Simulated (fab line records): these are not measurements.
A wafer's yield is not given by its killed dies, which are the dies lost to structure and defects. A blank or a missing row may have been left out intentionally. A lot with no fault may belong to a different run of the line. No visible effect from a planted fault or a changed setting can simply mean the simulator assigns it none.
A lot that was struck, set against a sound lot | flow n5-finfet | 15 out of 1938 route steps
Sound: wafers L526.1, L526.4, L526.6. Struck: wafer L543.5; the same lot's L543.1 was not struck, so it is left out; see the end for the cause.
For every step that has rows: the tool of each side, followed by ch and its chambers, followed by its first start. Under that, the readings that differ: sound wafers | struck wafers | difference of the means | sigmas: that difference in standard deviations of wafers without a fault.
alike: same words and numbers on both sides, and readings whose means sit less than 2 such deviations apart. not compared: any withheld reading, any reading some wafer has no value for, any bound like >300 that may hide the same value, and any number with overlapping values for which the record gives no deviation.
A row with sigmas, a row that says differs or no value, or rows on one side alone: a step with any of these is where the two part. Numbers that don't overlap but have no deviation are shown without sigmas and don't part them. A reading that every wafer of one side lacks parts them only if that side has two wafers or more.

first, 2 steps without rows for these wafers: N5_BEOL_M11_CURE_72 (cures SiCOH lowk, time 120 s); N5_BEOL_M11_DEGAS_44 (time 60 s).
N5_BEOL_M11_PRE_CLEAN_45: time 30 s.
  sound: pvd-sputter-02 at day 16 10:40; struck: pvd-sputter-01 at day 15 05:48
  alike: heater-power-w
N5_BEOL_M11_ALD_74: deposits TaN, target thk 2 nm, pulse time 2 s, purge time 3 s.
  sound on ald-metal-03 ch 0,1, day 16 10:44; struck on ald-metal-04 ch 2, day 15 05:53
  alike: heater-power-w
  not compared: since-wet-clean-h
N5_BEOL_M11_SURFACE_TREAT_76:
  sound: pvd-sputter-01 at day 16 11:07; struck: pvd-sputter-03 at day 15 06:17
  not compared: throttle-valve-pct
then, 1 step without rows for these wafers: N5_BEOL_M11_CVD_75 (deposits Co from CCTBA/H2, target thk 2 nm, time 138.9 s).
N5_BEOL_M11_SPUTTER_48: material Cu, target thk 12 nm, time 2 s.
  sound: pvd-sputter-03 at day 16 13:14; struck: pvd-sputter-01 at day 15 06:32
  alike: throttle-valve-pct
then, 2 steps without rows for these wafers: N5_BEOL_M11_ECD_50 (material Cu, target thk 318 nm); N5_BEOL_M11_ANNEAL_51 (time 90 s).
N5_BEOL_M11_CMP_52: polishes, stops on SiCOH lowk, t overpolish 7 s, target thk 140 nm.
  sound on cmp-01 ch 1,3, day 16 14:09; struck on cmp-03 ch 0, day 15 07:05
  reading                | sound    | struck | difference | sigmas
  time-to-endpoint-s (s) | 65 68 65 | 56     | -10        | -2
  alike: barrier-field-endpoint-s, motor-current-A, overpolish-run-s
N5_BEOL_M11_THK_MEAS_53: measures by xrf.
  sound: film-metro-02 at day 16 14:25; struck: film-metro-02 at day 15 07:23
  alike: M11_THK
then, 1 step without rows for these wafers: N5_BEOL_M11_PRE_CLEAN_55 (time 15 s).
N5_BEOL_M11_DEP_56: deposits SiCN from 3MS/NH3, target thk 30 nm, time 10.5 s.
  sound on pecvd-04 ch 1,2, day 16 14:28; struck on pecvd-02 ch 0, day 15 07:26
  reading                                   | sound        | struck | difference | sigmas
  model.SiCN_of_BEOL_M11_DEP_56.thk-nm (nm) | 29.6 30.2 30 | 21.8   | -8.1       |
  alike: showerhead-plenum-p-Torr, throttle-valve-pct
  not compared: since-wet-clean-h
N5_BEOL_M11_RS_MEAS_57: a four-point-probe measurement.
  sound: film-metro-01 at day 16 14:32; struck: film-metro-02 at day 15 07:30
  alike: M11_RS
next, for these wafers, 1 step has no rows: N5_PASSIVATION_PROBE_49.

## WHERE THEY PART
N5_BEOL_M11_CMP_52 only, going by this record. Later steps at which nothing parts them and some readings are alike: N5_BEOL_M11_THK_MEAS_53, N5_BEOL_M11_DEP_56, N5_BEOL_M11_RS_MEAS_57.

WHY: what the simulator had put in
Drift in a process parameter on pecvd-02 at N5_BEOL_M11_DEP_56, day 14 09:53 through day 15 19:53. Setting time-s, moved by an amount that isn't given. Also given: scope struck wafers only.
